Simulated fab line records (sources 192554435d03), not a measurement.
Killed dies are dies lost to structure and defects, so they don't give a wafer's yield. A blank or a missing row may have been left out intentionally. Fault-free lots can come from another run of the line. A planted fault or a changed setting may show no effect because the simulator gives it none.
A struck lot beside a sound one + flow n5-finfet + 36 steps out of a route of 1938
Sound: wafers L354.2, L354.3, L354.4. Wafers L359.2, L359.3, L359.6 were the ones struck. The cause is given at the end.
Per side, at each step with rows, come the tool, then ch with its chambers, and then its first start. Under that, the readings that differ: sound wafers + struck wafers + difference of the means + sigmas: that difference in standard deviations of wafers without a fault.
alike: words and numbers the same on both sides, and readings whose means are apart by under 2 such deviations; not compared: readings that were withheld, readings missing a value for some wafer, numbers with overlapping values and no deviation given by the record, and bounds like >300 which may hide the same value.
A row with sigmas, a row that says differs or no value, or rows on one side alone: a step with any of these is where the two part. Non-overlapping numbers with no deviation appear without sigmas and do not part them. A reading that every wafer of one side lacks parts them only if that side has two wafers or more.

first, 9 steps without rows for these wafers: N5_BEOL_M4_ANNEAL_95 (time 240 s); N5_BEOL_M4_SPUTTER_96 (material Cu, target thk 4.5 nm, time 8.29 s); N5_BEOL_M4_ECD_50 (material Cu, target thk 300 nm); N5_BEOL_M4_ANNEAL_51 (time 90 s); N5_BEOL_M4_CMP_52 (polishes, stops on SiOC, t overpolish 6.8 s, target thk 40 nm); N5_BEOL_M4_PRE_CLEAN_60 (time 15 s); N5_BEOL_M4_CO_CAP_55 (material Co, precursor CCTBA/H2, target thk 2 nm, time 102.1 s); N5_BEOL_M4_PRE_CLEAN_56 (time 15 s); N5_BEOL_M4_DEP_57 (deposits SiCN from 3MS/NH3, target thk 8 nm, time 14 s).
N5_BEOL_M4_RC_MEAS_101:
  sound on prober-02 ch 0, day 10 10:16; struck on prober-01 ch 0, day 12 00:03
  alike: DIBL_N, DIBL_P, IOFF_N, IOFF_P, ION_N, ION_P, SS_N, SS_P, VT_N, VT_P
then, 24 steps without rows for these wafers: N5_BEOL_M5_ILD_DEP_00 (deposits SiCOH lowk from DEMS/porogen, target thk 140.64 nm, time 25.9 s); N5_BEOL_M5_CURE_79 (cures SiCOH lowk, time 240 s); N5_BEOL_M5_PECVD_70 (deposits SiO2 from TEOS/O2, target thk 16 nm, time 18 s); N5_BEOL_M5_HM_DEP_02 (deposits TiN, target thk 20 nm); N5_BEOL_M5_COAT_59 (time 60 s, resist thk 60 nm); N5_BEOL_M5_COAT_60 (time 60 s, resist thk 12 nm); N5_BEOL_M5_COAT_71 (time 60 s, resist thk 5 nm); N5_BEOL_M5_COAT_05 (resist thk 30 nm); N5_BEOL_M5_EBR_07; N5_BEOL_M5_SOFTBAKE_06 (time 60 s); N5_BEOL_M5_EXPOSE_08 (exposes mask M5, target cd 28 nm); N5_BEOL_M5_PEB_09 (peb time 60 s); N5_BEOL_M5_DEVELOP_10 (develop time 30 s); N5_BEOL_M5_DESCUM_16 (chemistry O2, time 7 s); N5_BEOL_M5_ETCH_72 (etches underlayer in N2/H2, target depth 6.5 nm, time 5.2 s); N5_BEOL_M5_ETCH_61 (etches SiARC in CF4, target depth 15.6 nm, time 26 s); N5_BEOL_M5_ETCH_62 (etches SOC in N2/H2, target depth 75 nm, overetch 15 nm, time 112.5 s); N5_BEOL_M5_STRIP_63 (strips in N2/H2); N5_BEOL_M5_STRIP_73 (strips in N2/H2); N5_BEOL_M5_STRIP_64 (strips in CF4); N5_BEOL_M5_HM_OPEN_17 (chemistry Cl2/BCl3, target TiN, target depth 20 nm, overetch 6 nm); N5_BEOL_M5_STRIP_19 (strips in O2); N5_BEOL_M5_COAT_65 (time 60 s, resist thk 60 nm); N5_BEOL_M5_COAT_66 (time 60 s, resist thk 12 nm).
N5_BEOL_M6_ETCH_41: etches SiCN in CH3F/O2, target depth 29.7 nm, time 52 s.
  sound on rie-diel-05 ch 0,1,2, day 11 05:35; struck on rie-diel-01 ch 0,1,2, day 12 19:40
  no value came back on the struck wafers for any of 7 readings (CH3F_flow_sccm (sccm), O2_flow_sccm (sccm) and others); on the sound wafers CH3F_flow_sccm (sccm) reads 30.04 30.08 29.91
  not compared: rf-hours-counter-h
-- a jump in the record: the struck wafers' starts before and after are 4 days apart (it breaks off in module BEOL_M6 and resumes in module PASSIVATION, where the first step shown is number 1936 of the route) --
N5_PASSIVATION_PROBE_49:
  struck on prober-01, day 16 12:37; sound on prober-02, day 14 19:57
| reading                  | sound          | struck         | difference | sigmas      |
|--------------------------|----------------|----------------|------------|-------------|
| defect-limited-yield (%) | 90.8 91.4 91.4 | 0 0 0          | -91        | -61         |
| killed_at_M4_up          | 20 26 8        | 1098 1084 1093 | +1074      | +99 or more |
| killed-dies              | 109 102 102    | 1180 1180 1180 | +1076      | +63         |
| killed-on-rim            | 16 14 14       | 152 152 152    | +137       | +32         |
| sort_bin_5_function (%)  | 5.4 5.6 5.0    | 96.9 96.1 96.5 | +91.2      | +96         |
| sort-n-pass              | 1071 1078 1078 | 0 0 0          | -1076      | -63         |
| sort-yield-pct (%)       | 90.8 91.4 91.4 | 0 0 0          | -91        | -61         |
  alike: killed_at_M0_to_M3, killed-at-contacts, killed-at-front-end, killed-at-other, killed-open, killed-short, sort_bin_6_memory

WHERE THEY PART
Earliest at N5_BEOL_M6_ETCH_41; latest, in this record, at N5_PASSIVATION_PROBE_49.

WHY: whatever the simulator had introduced
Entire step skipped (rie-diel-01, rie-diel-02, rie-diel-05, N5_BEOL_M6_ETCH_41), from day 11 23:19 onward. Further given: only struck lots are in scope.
